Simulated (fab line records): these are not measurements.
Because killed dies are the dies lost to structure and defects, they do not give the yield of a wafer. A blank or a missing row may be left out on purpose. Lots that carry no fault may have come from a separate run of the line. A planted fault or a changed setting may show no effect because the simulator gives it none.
Split-lot experiment	flow n5_finfet	39 wafers read from 7 lots, route of 1938 steps

THE SPLIT
At N5_BEOL_M7_DEP_56 (deposits SiCN from 3MS/NH3, target thk 10 nm, time 17.5 s), the setting target_thk_a was moved away from the recipe's 100 angstrom on 12 of the 39 wafers read, by -52.9% to +27.6%. The other wafers ran this setting at the recipe's value.

Reading taken at the split's own step.

THE READING
SiCN_of_BEOL_M7_DEP_56.thk_nm (the simulator's own value, which no gauge read), in nm, at N5_BEOL_M7_DEP_56 (deposits SiCN from 3MS/NH3, target thk 10 nm, time 17.5 s). The file gives no usual value for it. Here, 27 wafers ran the recipe; their average is 10.0 nm with a standard deviation of 0.21 nm.

wafer	tool, chamber at the split	target_thk_a as run, angstrom	against the recipe	SiCN_of_BEOL_M7_DEP_56.thk_nm, nm	against lot-mates on the recipe
L076.1	pecvd-02, 0,1	47.11	-52.9%	4.8	-5.3
L076.4	pecvd-02, 0,1	47.11	-52.9%	4.8	-5.3
L076.2	pecvd-02, 1,0	100	recipe	10	-
L076.5	pecvd-02, 1,0	100	recipe	10	-
L076.3	pecvd-02, 0	47.11	-52.9%	5	-5.1
L076.6	pecvd-02, 1	100	recipe	10.2	-
L078.1	pecvd-01, 1,2	100	recipe	9.8	-
L078.3	pecvd-01, 1,2	100	recipe	9.8	-
L078.2	pecvd-01, 0,1,2	100	recipe	10	-
L078.4	pecvd-01, 0,1,2	100	recipe	10	-
L078.6	pecvd-01, 0,1,2	100	recipe	10	-
L078.5	pecvd-01, 0	100	recipe	10.2	-
L085.1	pecvd-04, 0	100	recipe	9.8	-
L085.2	pecvd-04, 1	100	recipe	9.6	-
L085.3	pecvd-04, 2	127.6	+27.6%	12.4	+2.6
L085.4	pecvd-04, 2	100	recipe	10	-
L085.5	pecvd-04, 0	127.6	+27.6%	12.8	+3.0
L085.6	pecvd-04, 1	127.6	+27.6%	12.6	+2.8
L090.1	pecvd-01, 1,2	80.12	-19.9%	7.8	-2.1
L090.3	pecvd-01, 1,2	80.12	-19.9%	7.8	-2.1
L090.2	pecvd-01, 0,2	100	recipe	10	-
L090.5	pecvd-01, 0,2	100	recipe	10	-
L090.4	pecvd-01, 1	100	recipe	9.8	-
L090.6	pecvd-01, 0	80.12	-19.9%	8.4	-1.5
L091.2	pecvd-04, 1	100	recipe	10	-
L091.5	pecvd-04, 1	100	recipe	10	-
L091.6	pecvd-04, 2	100	recipe	10.2	-
L092.1	pecvd-01, 2	100	recipe	9.8	-
L092.6	pecvd-01, 2	100	recipe	9.8	-
L092.2	pecvd-01, 0,0,1	100	recipe	10	-
L092.4	pecvd-01, 0,0,1	100	recipe	10	-
L092.5	pecvd-01, 0,0,1	100	recipe	10	-
L092.3	pecvd-01, 1	100	recipe	9.6	-
L097.1	pecvd-01, 2	100	recipe	10	-
L097.2	pecvd-01, 0	100	recipe	10.4	-
L097.3	pecvd-01, 1	115.2	+15.2%	11.4	+1.1
L097.4	pecvd-01, 0	100	recipe	10.6	-
L097.5	pecvd-01, 1,2	115.2	+15.2%	11.8	+1.5
L097.6	pecvd-01, 1,2	115.2	+15.2%	11.8	+1.5
If several chambers appear in one row, that row covers several wafers at once and the file leaves open which wafer was in which chamber.

THE FIT
A straight line over all 39 wafers: SiCN_of_BEOL_M7_DEP_56.thk_nm changes by +0.0975 nm for each +1% of target_thk_a; r = +0.99; the points scatter about the line by 0.22 nm.
The same after taking each lot's own level away (the mean of its wafers on the recipe; 39 wafers): +0.0982 nm for each +1%; r = +1.00; scatter 0.18 nm.
According to that fit, moving target_thk_a by its largest amount changes the reading by 5.2 nm.
Across the lots, their own levels run from 9.80 to 10.33 nm, a range of 2.5 times the standard deviation given above.
Hence the lot-to-lot level has little effect on the slope; both slopes agree.
Check: -5.18 nm against its lot-mates is what the line predicts for one of the wafers moved furthest among these (-52.9%) when that wafer is left out of the fit. Against them it came out at -5.27 nm.

THE OTHER SPLITS THESE WAFERS WENT THROUGH
Other splits were also applied to these wafers ahead of the reading. Each is held against what the fit with the lots' levels taken away leaves over:
other split on the same wafers	wafers away from the commonest value	r with SiCN_of_BEOL_M7_DEP_56.thk_nm (lot level and that fit taken away)
N5_ZERO_LAYER_PECVD_02 time_s	12	-0.15
N5_PMOS_HMC_CHANNEL_EPI_HM_DEP_34 target_thk_a	9	+0.30
N5_SD_EPI_N_ETCH_45 target_depth_a	9	+0.05
N5_BEOL_M3_ETCH_41 target_depth_a	9	+0.17
N5_BEOL_M5_ILD_DEP_00 time_s	12	+0.22

FILE'S OWN FIT
SiCN_of_BEOL_M7_DEP_56.thk_nm changes by +0.0982 nm for each +1% of target_thk_a, r = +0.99.
